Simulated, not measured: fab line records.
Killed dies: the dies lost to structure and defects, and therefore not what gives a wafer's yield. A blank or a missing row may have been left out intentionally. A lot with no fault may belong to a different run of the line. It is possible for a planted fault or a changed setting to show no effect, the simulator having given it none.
Chamber matching || flow nandHarc || 3 sister chambers for NHARC_A_STAIRCASE_DEP_259 on pecvd-02
The step deposits SiON, target thk 30 nm. 16 wafers are shown with their chamber, then 8 later ones without.

== EACH WAFER AND ITS CHAMBER ==
{"wafer": "L273.1", "chamber": 0, "heaterPowerW (W)": 791}
{"wafer": "L273.2", "chamber": 1, "heaterPowerW (W)": 671}
{"wafer": "L273.5", "chamber": 1, "heaterPowerW (W)": 666}
{"wafer": "L280.3", "chamber": 2, "heaterPowerW (W)": 818}
{"wafer": "L280.4", "chamber": 1, "heaterPowerW (W)": 649}
{"wafer": "L280.6", "chamber": 2, "heaterPowerW (W)": 831}
{"wafer": "L279.2", "chamber": 2, "heaterPowerW (W)": 876}
{"wafer": "L279.3", "chamber": 0, "heaterPowerW (W)": 775}
{"wafer": "L279.5", "chamber": 0, "heaterPowerW (W)": 771}
{"wafer": "L281.2", "chamber": 0, "heaterPowerW (W)": 835}
{"wafer": "L281.3", "chamber": 2, "heaterPowerW (W)": 826}
{"wafer": "L281.5", "chamber": 0, "heaterPowerW (W)": 843}
{"wafer": "L283.1", "chamber": 0, "heaterPowerW (W)": 837}
{"wafer": "L283.2", "chamber": 2, "heaterPowerW (W)": 853}
{"wafer": "L283.6", "chamber": 0, "heaterPowerW (W)": 860}
{"wafer": "L284.1", "chamber": 2, "heaterPowerW (W)": 824}

SIGNATURES (averages over the wafers above)
{"reading": "heaterPowerW", "chamber 0": 816.00, "chamber 1": 662.00, "chamber 2": 838.00, "scatter within a chamber": 28.4}
Rule: a wafer lies at a distance from a chamber equal to the root of the sum of squares, over the readings, of (its reading less the chamber's mean, divided by the reading's scatter). The wafer belongs to the nearest chamber; if the next one is less than 2 further off, it can't be placed. How the scatter is found: for the shown wafers, subtract from each reading the mean of its chamber, square and add these, divide the total by (wafers less chambers), then take the root.

== WAFERS WITHOUT THEIR CHAMBER ==
{"wafer": "L284.4", "heaterPowerW (W)": 832}
{"wafer": "L284.5", "heaterPowerW (W)": 675}
{"wafer": "L286.4", "heaterPowerW (W)": 842}
{"wafer": "L286.5", "heaterPowerW (W)": 663}
{"wafer": "L286.6", "heaterPowerW (W)": 728}
{"wafer": "L292.1", "heaterPowerW (W)": 638}
{"wafer": "L292.2", "heaterPowerW (W)": 831}
{"wafer": "L292.4", "heaterPowerW (W)": 795}

== CHAMBER TAKEN BY EACH ==
{"wafer": "L284.4", "from the rows above": "can't be placed: 2 or 0", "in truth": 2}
{"wafer": "L284.5", "from the rows above": 1, "in truth": 1}
{"wafer": "L286.4", "from the rows above": "can't be placed: 2 or 0", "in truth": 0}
{"wafer": "L286.5", "from the rows above": 1, "in truth": 1}
{"wafer": "L286.6", "from the rows above": "can't be placed: 1 or 0 or 2", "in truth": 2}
{"wafer": "L292.1", "from the rows above": 1, "in truth": 1}
{"wafer": "L292.2", "from the rows above": "can't be placed: 2 or 0", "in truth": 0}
{"wafer": "L292.4", "from the rows above": "can't be placed: 0 or 2", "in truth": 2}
Correct placement for 3 of the 8. Cannot be placed on the basis of these rows: 5; the candidates contain the true chamber in 5. Number placed wrongly: 0.
